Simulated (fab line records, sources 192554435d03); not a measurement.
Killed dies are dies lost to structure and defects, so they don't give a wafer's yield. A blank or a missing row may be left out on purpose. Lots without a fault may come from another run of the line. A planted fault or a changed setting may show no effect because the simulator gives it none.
Chamber matching | flow n5_finfet | N5_SDB_ALD_29 on ald_sin-02: 4 sister chambers
The step deposits SiNx, target thk 30 nm, pulse time 1 s, ald cycles 600. 20 wafers are shown with their chamber, then 10 later ones without.

WAFERS WITH THEIR CHAMBER
wafer  | chamber | heater_power_w (W) | precursor_pulse_height_rel
L082.1 | 1       | 818                | 1.006
L082.3 | 3       | 801                | 0.986
L082.4 | 0       | 893                | 1.012
L083.4 | 3       | 807                | 1.034
L083.5 | 2       | 974                | 0.985
L083.6 | 3       | 788                | 0.999
L086.2 | 1       | 804                | 0.962
L086.4 | 3       | 823                | 1.060
L086.6 | 1       | 804                | 1.015
L087.1 | 0       | 907                | 0.987
L087.3 | 1       | 813                | 1.004
L087.6 | 0       | 872                | 0.989
L088.1 | 0       | 895                | 1.029
L088.5 | 3       | 793                | 0.996
L088.6 | 2       | 977                | 0.983
L092.2 | 0       | 894                | 0.994
L092.3 | 2       | 982                | 0.985
L092.4 | 1       | 814                | 0.983
L093.1 | 0       | 913                | 0.992
L093.2 | 3       | 821                | 1.014

SIGNATURES (means of the wafers above)
reading                    | chamber 0 | chamber 1 | chamber 2 | chamber 3 | scatter within a chamber
heater_power_w             | 895.67    | 810.60    | 977.67    | 805.50    | 11.8
precursor_pulse_height_rel | 1.00050   | 0.99400   | 0.98433   | 1.01483   | 0.021
Rule: a wafer's distance from a chamber is the root of the sum, over the readings, of the square of ((its reading less the chamber's mean) divided by the reading's scatter). The wafer belongs to the nearest chamber; if the next one is less than 2 further off, it can't be placed. The scatter: the root of (the sum of the squares of (reading less its chamber's mean) over the shown wafers, divided by (wafers less chambers)).

WAFERS WITHOUT THEIR CHAMBER
wafer  | heater_power_w (W) | precursor_pulse_height_rel
L093.3 | 801                | 1.015
L093.4 | 962                | 0.994
L093.5 | 814                | 0.986
L093.6 | 882                | 1.003
L096.2 | 815                | 1.011
L096.3 | 816                | 0.977
L096.6 | 814                | 0.991
L097.1 | 801                | 0.998
L097.3 | 911                | 0.989
L097.4 | 795                | 0.983

WHICH CHAMBER EACH WENT THROUGH
wafer  | from the rows above     | in truth
L093.3 | can't be placed: 3 or 1 | 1
L093.4 | 2                       | 2
L093.5 | can't be placed: 1 or 3 | 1
L093.6 | 0                       | 0
L096.2 | can't be placed: 3 or 1 | 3
L096.3 | can't be placed: 1 or 3 | 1
L096.6 | can't be placed: 1 or 3 | 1
L097.1 | can't be placed: 1 or 3 | 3
L097.3 | 0                       | 0
L097.4 | can't be placed: 1 or 3 | 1
Placed correctly: 3 of 10. Can't be placed from these rows: 7 (the true chamber is among the candidates in 7). Placed wrongly: 0.
